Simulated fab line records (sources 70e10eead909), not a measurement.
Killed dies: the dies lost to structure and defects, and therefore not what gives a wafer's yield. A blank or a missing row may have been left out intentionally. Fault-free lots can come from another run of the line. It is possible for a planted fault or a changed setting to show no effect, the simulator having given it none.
What tool caused it?	flow nandHarc	13 lots with 39 wafers sampled at 5 steps, on a route of 1159 steps

== WHAT THE GAUGES READ, wafer by wafer ==
NHARC_A_SIN_REMOVE_INSPECT_04. Usual: rawDefectCount 342, standard deviation 90.
lot	measured	on	rawDefectCount	flag
L623	day 13 21:11	defectInspect-01	346 405 289	
L624	day 15 00:34	defectInspect-01	318 291 253	
L626	day 15 11:25	defectInspect-01	262 285 259	
L625	day 15 11:26	defectInspect-02	251 318 256	
L627	day 15 11:26	defectInspect-01	307 226 468	
L631	day 16 01:14	defectInspect-01	352 244 303	
L629	day 16 08:39	defectInspect-01	284 500 315	
L630	day 17 00:39	defectInspect-01	343 262 272	
L637	day 18 03:51	defectInspect-01	347 418 277	
L639	day 18 22:10	defectInspect-01	318 439 510	
L642	day 19 06:37	defectInspect-01	397 513 348	
L645	day 20 15:03	defectInspect-02	255 330 322	
L644	day 20 15:03	defectInspect-01	453 425 342	

NHARC_END_SORT_01. Usual: killedAtArray 28, standard deviation 11; killedAtOther 0.5, standard deviation 0.87; killedAtPeriphery 2.9, standard deviation 2.2; killedDies 32, standard deviation 11; killedOpen 3.2, standard deviation 1.9; killedShort 1.8, standard deviation 1.4.
lot	measured	on	killedAtArray	killedAtOther	killedAtPeriphery	killedDies	killedOpen	killedShort	flag
L631	day 20 20:20	prober-02	22 24 33	1 0 0	0 4 0	23 28 33	0 8 3	1 1 0	
L639	day 23 17:27	prober-02	41 39 36	1 2 1	3 8 4	45 49 41	2 4 3	5 2 0	
L645	day 24 17:34	prober-02	28 53 36	0 1 0	0 3 0	28 57 36	0 4 3	0 2 1	

== EACH LOT AND THE TOOL THAT RAN IT (in order: tool; ch and the chambers of the sampled wafers; start) ==
lot	NHARC_A_WL_FILL_ALD_00	NHARC_A_WL_FILL_ETCHBACK_04	NHARC_A_WL_FILL_STRIP_27
L623	aldHk-02 ch 2,3, day 13 21:14	rieMetal-02 ch 0, day 14 07:16	plasmaAsher-02 ch 0,1, day 14 07:40
L624	aldHk-03 ch 0,1,2, day 15 00:38	rieMetal-01 ch 0,1, day 15 08:50	plasmaAsher-01 ch 0,1, day 15 09:14
L626	aldHk-02 ch 0,2,3, day 15 11:29	rieMetal-03 ch 0,1, day 15 15:45	plasmaAsher-01 ch 0,1, day 15 16:08
L625	aldHk-03 ch 0,1,3, day 15 11:29	rieMetal-02 ch 0,1, day 15 15:54	plasmaAsher-02 ch 0, day 15 16:16
L627	aldHk-01 ch 0,2, day 15 11:32	rieMetal-02 ch 0,1, day 15 18:37	plasmaAsher-01 ch 1, day 15 18:59
L631	aldHk-01 ch 2,3, day 16 01:47	rieMetal-03 ch 0,1, day 16 06:23	plasmaAsher-01 ch 0,1, day 16 06:45
L629	aldHk-01 ch 1,2,3, day 16 08:44	rieMetal-03 ch 1, day 16 17:35	plasmaAsher-01 ch 0,1, day 16 17:57
L630	aldHk-01 ch 0,1,2, day 17 00:44	rieMetal-01 ch 0,1, day 17 05:07	plasmaAsher-01 ch 0,1, day 17 05:34
L637	aldHk-03 ch 0,1,3, day 18 09:19	rieMetal-03 ch 0,1, day 18 14:48	plasmaAsher-01 ch 0,1, day 18 15:11
L639	aldHk-03 ch 1,2, day 19 00:05	rieMetal-03 ch 0,1, day 19 04:26	plasmaAsher-01 ch 0,1, day 19 04:47
L642	aldHk-02 ch 0,1,3, day 19 06:40	rieMetal-02 ch 0,1, day 19 14:43	plasmaAsher-01 ch 0,1, day 19 15:37
L645	aldHk-01 ch 0,2, day 20 15:09	rieMetal-01 ch 0,1, day 20 21:35	plasmaAsher-02 ch 0,1, day 20 21:58
L644	aldHk-01 ch 1,2, day 20 15:17	rieMetal-02 ch 0,1, day 20 22:21	plasmaAsher-02 ch 0,1, day 20 22:43
- NHARC_A_WL_FILL_ALD_00: deposits Al2O3, target thk 3 nm, pulse time 3 s, ald cycles 30.
- NHARC_A_WL_FILL_ETCHBACK_04: etches the open film in NF3, target depth 60 nm, time 120 s.
- NHARC_A_WL_FILL_STRIP_27: strips in N2/H2, time 20 s.

== AS READ BY THE TOOLS THEMSELVES (means over the sampled wafers that have a number; for cases with no such wafer, the mark the record gives instead) ==
NHARC_A_WL_FILL_ALD_00. Usual: heaterPowerW 501 W, standard deviation 61; precursorPulseHeightRel 0.999, standard deviation 0.02.
lot	tool	heaterPowerW (W)	precursorPulseHeightRel	flag
L623	aldHk-02	409	0.993	
L624	aldHk-03	468	1.001	
L626	aldHk-02	465	0.988	
L625	aldHk-03	539	0.982	
L627	aldHk-01	501	1.000	
L631	aldHk-01	555	0.998	
L629	aldHk-01	519	0.985	
L630	aldHk-01	504	0.987	
L637	aldHk-03	536	0.988	
L639	aldHk-03	488	1.012	
L642	aldHk-02	489	0.996	
L645	aldHk-01	507	0.997	
L644	aldHk-01	514	0.996	

NHARC_A_WL_FILL_ETCHBACK_04. Usual: drypumpMotorCurrentA 5.8 A, standard deviation 0.43; oesProductAu 1.001 a.u., standard deviation 0.0089; runLengthS 141.1 s, standard deviation 0.44.
lot	tool	drypumpMotorCurrentA (A)	oesProductAu (a.u.)	runLengthS (s)	flag
L623	rieMetal-02	5.9	1.002	140.7	
L624	rieMetal-01	6.0	1.009	140.7	
L626	rieMetal-03	5.6	0.986	141.0	
L625	rieMetal-02	6.0	0.993	141.1	
L627	rieMetal-02	5.9	0.995	140.8	
L631	rieMetal-03	5.6	0.997	141.3	
L629	rieMetal-03	5.5	0.996	141.6	
L630	rieMetal-01	5.5	1.007	141.0	
L637	rieMetal-03	5.6	1.004	136.4	OFF
L639	rieMetal-03	5.6	1.007	136.1	OFF
L642	rieMetal-02	5.9	1.005	140.8	
L645	rieMetal-01	5.5	1.009	141.0	
L644	rieMetal-02	5.9	1.002	141.0	

NHARC_A_WL_FILL_STRIP_27. Usual: drypumpMotorCurrentA 5.3 A, standard deviation 0.39; heaterPowerW 337 W, standard deviation 12.
lot	tool	drypumpMotorCurrentA (A)	heaterPowerW (W)	flag
L623	plasmaAsher-02	5.1	362	
L624	plasmaAsher-01	5.4	330	
L626	plasmaAsher-01	5.5	337	
L625	plasmaAsher-02	4.8	374	OFF
L627	plasmaAsher-01	5.2	325	
L631	plasmaAsher-01	5.3	330	
L629	plasmaAsher-01	5.4	332	
L630	plasmaAsher-01	5.5	338	
L637	plasmaAsher-01	5.5	335	
L639	plasmaAsher-01	5.5	334	
L642	plasmaAsher-01	5.4	332	
L645	plasmaAsher-02	5.1	340	
L644	plasmaAsher-02	5.5	335	

== THE ANSWER, worked out from the rows above alone ==
Rule: a lot counts as off when the mean over its wafers that have a number is more than 3 standard deviations away from the usual mean. Also off: a lot with no number at a reading for which 4 or more lots have one. Where the step has rows for the other lots, those lots are counted as sound. Order of review: gauges by route order, followed by the tools' own readings, for which a lot's mean as printed above is used. The first step at which some lot is off is used, and at that step the reading that is off furthest; a lot without a number counts as furthest.
Off, at NHARC_A_WL_FILL_ETCHBACK_04 on runLengthS: L637, L639.
A tool fits if, at that step or a process step before it, it ran every lot that is off, and no sound lot after the first of them. This does not decide it: 2 tools fit, namely aldHk-03 at NHARC_A_WL_FILL_ALD_00 and rieMetal-03 at NHARC_A_WL_FILL_ETCHBACK_04.

== WHAT THE SIMULATOR HAD PUT IN ==
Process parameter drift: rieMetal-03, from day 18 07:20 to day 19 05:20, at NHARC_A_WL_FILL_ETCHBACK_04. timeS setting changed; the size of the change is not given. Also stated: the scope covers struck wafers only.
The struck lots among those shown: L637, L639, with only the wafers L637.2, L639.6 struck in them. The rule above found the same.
